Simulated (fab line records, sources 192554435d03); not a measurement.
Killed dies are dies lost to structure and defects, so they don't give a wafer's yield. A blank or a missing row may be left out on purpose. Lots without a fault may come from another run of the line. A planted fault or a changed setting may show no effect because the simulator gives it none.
Problem report in the 8D (eight disciplines) form, filled by code | flow n5_finfet | the parts of the form that need people (team, actions taken, sign-off) are left out

1. THE PROBLEM
mfc_cl2_sccm at N5_GATE_CUT_CUT_ETCH_54 reads a mean of 45.43 sccm on 2 wafers of 2 lots; wafers without a fault read 53.26 sccm with a standard deviation of 0.16. That is -49 standard deviations from the usual mean.
The step: etches TiN in Cl2/BCl3, target depth 96.7 nm.
First seen on wafer L398.1, day 9 21:50, on rie_metal-03. The record holds 27 wafers of 9 lots with a number at this step. Rule for "out", or "out of limits": more than 4 standard deviations from the usual mean. The other wafers with a number count as sound.

2. WHAT IT IS AND WHAT IT IS NOT
question                    | is                               | is not
which readings at this step | mfc_cl2_sccm, throttle_valve_pct | drypump_motor_current_A, etch_rf_on_time_s, oes_product_au
which lots                  | L398, L399                       | L378, L380, L384, L386, L387, L388, L391
which wafers of those lots  | L398.1, L399.1                   | L398.3, L398.6, L399.4, L399.5
read on which tools         | rie_metal-03                     | rie_metal-01, rie_metal-02
when                        | from day 9 21:50                 | up to then (23 sound wafers); but 2 sound wafers of L399 came after

3. SUSPECTS, AND WHAT RULES EACH OUT
Counting: a tool at a process step up to the reading stays a suspect if it ran every lot that is out. Sound lots after the first of them don't rule it out here, since some wafers of a struck lot are sound.
- rie_metal-03 at N5_GATE_CUT_CUT_ETCH_54 (etches TiN in Cl2/BCl3, target depth 96.7 nm): kept. It ran every lot that is out, first L398 (day 9 21:50); its last sound lot up to then is L391 (day 7 23:07). Its own readings are out on those wafers: mfc_cl2_sccm, throttle_valve_pct.
- Within rie_metal-03 at N5_GATE_CUT_CUT_ETCH_54: the wafers that are out ran in chamber 0; their sound lot-mates ran in chamber 1.
Left after counting: rie_metal-03 at N5_GATE_CUT_CUT_ETCH_54.

4. THE CAUSE (what the simulator had put in)
Process parameter drift: rie_metal-03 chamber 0, from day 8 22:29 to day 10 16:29, at N5_GATE_CUT_CUT_ETCH_54. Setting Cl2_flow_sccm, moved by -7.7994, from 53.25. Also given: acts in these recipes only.
Counting left only this tool.

5. THE CHAIN OF EFFECTS, in route order
Each row: a reading whose mean over the struck wafers that have a number lies more than 3 standard deviations from the usual. Only readings for which the record gives a usual standard deviation are gone through. hours: the time from each lot's start at the first step in this table that gives one to its start at this step, as a median over the lots. sigmas: the change in usual standard deviations.
hours | step                    | reading            | usual      | on struck wafers | change | sigmas
0     | N5_GATE_CUT_CUT_ETCH_54 | mfc_cl2_sccm       | 53.26 sccm | 45.43            | -7.83  | -49
0     | N5_GATE_CUT_CUT_ETCH_54 | throttle_valve_pct | 22.31 %    | 21.47            | -0.84  | -4.7
The process steps in it:
- N5_GATE_CUT_CUT_ETCH_54: etches TiN in Cl2/BCl3, target depth 96.7 nm.
Later measuring or inspecting steps at which every struck wafer that the step has a row for has a number for every such reading, and none has moved that far: N5_BEOL_M4_RC_MEAS_101.

6. WHAT WOULD HAVE CAUGHT IT SOONER
In this record the first reading out of limits was taken at day 9 21:50, 23 hours after the fault began at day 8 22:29.
